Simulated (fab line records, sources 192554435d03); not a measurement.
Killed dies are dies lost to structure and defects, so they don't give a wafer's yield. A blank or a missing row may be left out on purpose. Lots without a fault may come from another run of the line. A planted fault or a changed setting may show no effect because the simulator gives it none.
Problem report in the 8D (eight disciplines) form, filled by code | flow n5_finfet | the parts of the form that need people (team, actions taken, sign-off) are left out

1. THE PROBLEM
bias_w at N5_BEOL_M5_ETCH_72 reads a mean of 134.3 W on 1 wafer of 1 lot; wafers without a fault read 150.0 W with a standard deviation of 0.45. That is -35 standard deviations from the usual mean.
The step: etches underlayer in N2/H2, target depth 6.5 nm, time 5.2 s.
First seen on wafer L122.1, day 14 13:19, on rie_diel-04. The record holds 30 wafers of 10 lots with a number at this step. Rule for "out", or "out of limits": more than 4 standard deviations from the usual mean. The other wafers with a number count as sound.

2. WHAT IT IS AND WHAT IT IS NOT
question                    | is                | is not
which readings at this step | bias_w, rf_vpp_V  | drypump_motor_current_A, etch_rf_on_time_s, oes_product_au, showerhead_plenum_p_Torr, throttle_valve_pct
which lots                  | L122              | L102, L103, L104, L105, L106, L109, L111, L123, L124
which wafers of those lots  | L122.1            | L122.3, L122.4
read on which tools         | rie_diel-04       | rie_diel-02, rie_diel-06
when                        | from day 14 13:19 | up to then (23 sound wafers); but 6 sound wafers of L123, L124 came after

3. SUSPECTS, AND WHAT RULES EACH OUT
Counting: a tool at a process step up to the reading stays a suspect if it ran every lot that is out. Sound lots after the first of them don't rule it out here, since some wafers of a struck lot are sound.
- pecvd-04 at N5_BEOL_M5_ILD_DEP_00 (deposits SiCOH lowk from DEMS/porogen, target thk 140.64 nm, time 25.9 s): kept. It ran the lot that is out, L122 (day 14 10:36); its last sound lot up to then is L111 (day 12 10:34).
- rie_diel-04 at N5_BEOL_M5_ETCH_72 (etches underlayer in N2/H2, target depth 6.5 nm, time 5.2 s): kept. It ran the lot that is out, L122 (day 14 13:19); its last sound lot up to then is L111 (day 12 12:31). Its own readings are out on those wafers: bias_w, rf_vpp_V.
- Within pecvd-04 at N5_BEOL_M5_ILD_DEP_00: the wafers that are out ran in chamber 0; their sound lot-mates ran in chambers 1, 2.
- Within rie_diel-04 at N5_BEOL_M5_ETCH_72: the wafers that are out ran in chamber 3; their sound lot-mates ran in chambers 1, 2.
Left after counting: pecvd-04 at N5_BEOL_M5_ILD_DEP_00, rie_diel-04 at N5_BEOL_M5_ETCH_72.

4. THE CAUSE (what the simulator had put in)
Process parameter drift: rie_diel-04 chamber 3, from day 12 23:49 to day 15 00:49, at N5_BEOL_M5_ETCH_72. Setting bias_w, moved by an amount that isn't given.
Counting left 2 suspects, and this tool is among them.

5. THE CHAIN OF EFFECTS, in route order
Each row: a reading whose mean over the struck wafers that have a number lies more than 3 standard deviations from the usual. Only readings for which the record gives a usual standard deviation are gone through. hours: the time from each lot's start at the first step in this table that gives one to its start at this step, as a median over the lots. sigmas: the change in usual standard deviations.
hours | step               | reading  | usual   | on struck wafers | change | sigmas
0     | N5_BEOL_M5_ETCH_72 | bias_w   | 150.0 W | 134.3            | -15.7  | -35
0     | N5_BEOL_M5_ETCH_72 | rf_vpp_V | 523.3 V | 485.6            | -37.7  | -15
The process steps in it:
- N5_BEOL_M5_ETCH_72: etches underlayer in N2/H2, target depth 6.5 nm, time 5.2 s.

6. WHAT WOULD HAVE CAUGHT IT SOONER
In this record the first reading out of limits was taken at day 14 13:19, 38 hours after the fault began at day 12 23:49.
